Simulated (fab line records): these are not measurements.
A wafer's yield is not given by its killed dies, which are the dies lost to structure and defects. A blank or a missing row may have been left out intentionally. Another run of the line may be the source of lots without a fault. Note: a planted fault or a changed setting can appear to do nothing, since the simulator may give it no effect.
Matching of chambers    flow nandHarc    NHARC_A_STAIRCASE_ETCH_313 on rieDiel-05: 4 sister chambers
The step etches the open film in CF4/CHF3. 8 wafers are shown with their chamber, then 8 later ones without.

WAFERS WITH THEIR CHAMBER
wafer   chamber  showerheadPlenumPTorr (Torr)  rfVppV (V)
L081.3  3        1.68                          374.9
L081.5  1        1.67                          373.7
L084.5  3        1.68                          374.3
L085.5  1        1.66                          373.4
L086.1  0        1.59                          370.5
L086.2  2        1.60                          372.4
L086.6  0        1.59                          370.0
L087.1  2        1.60                          372.2

WAFERS WITH NO CHAMBER GIVEN
wafer   showerheadPlenumPTorr (Torr)  rfVppV (V)
L087.2  1.59                          371.9
L087.3  1.68                          374.3
L088.1  1.67                          372.8
L088.2  1.58                          370.0
L088.3  1.66                          374.1
L093.1  1.67                          374.5
L093.3  1.58                          370.9
L093.4  1.58                          371.4

WHICH CHAMBER EACH WENT THROUGH
wafer    from the rows above       in truth
L087.2   2                         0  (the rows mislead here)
L087.3   3                         3
L088.1   1                         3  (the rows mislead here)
L088.2   0                         0
L088.3   1                         1
L093.1   can't be placed: 3 or 1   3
L093.3   0                         0
L093.4   can't be placed: 0 or 2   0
4 of 8 placed correctly. These rows do not allow placing 2 (true chamber among the candidates in 2). Number placed wrongly: 2.
How it was worked out, from the rows above alone: a wafer's distance from a chamber is the root of the sum, over the readings, of the square of ((its reading less the chamber's mean) divided by the reading's scatter). The wafer belongs to the nearest chamber; if the next one is less than 2 further off, it can't be placed. For every chamber, the mean is computed from those of its wafers that are shown. The scatter: the root of (the sum of the squares of (reading less its chamber's mean) over the shown wafers, divided by (wafers less chambers)).
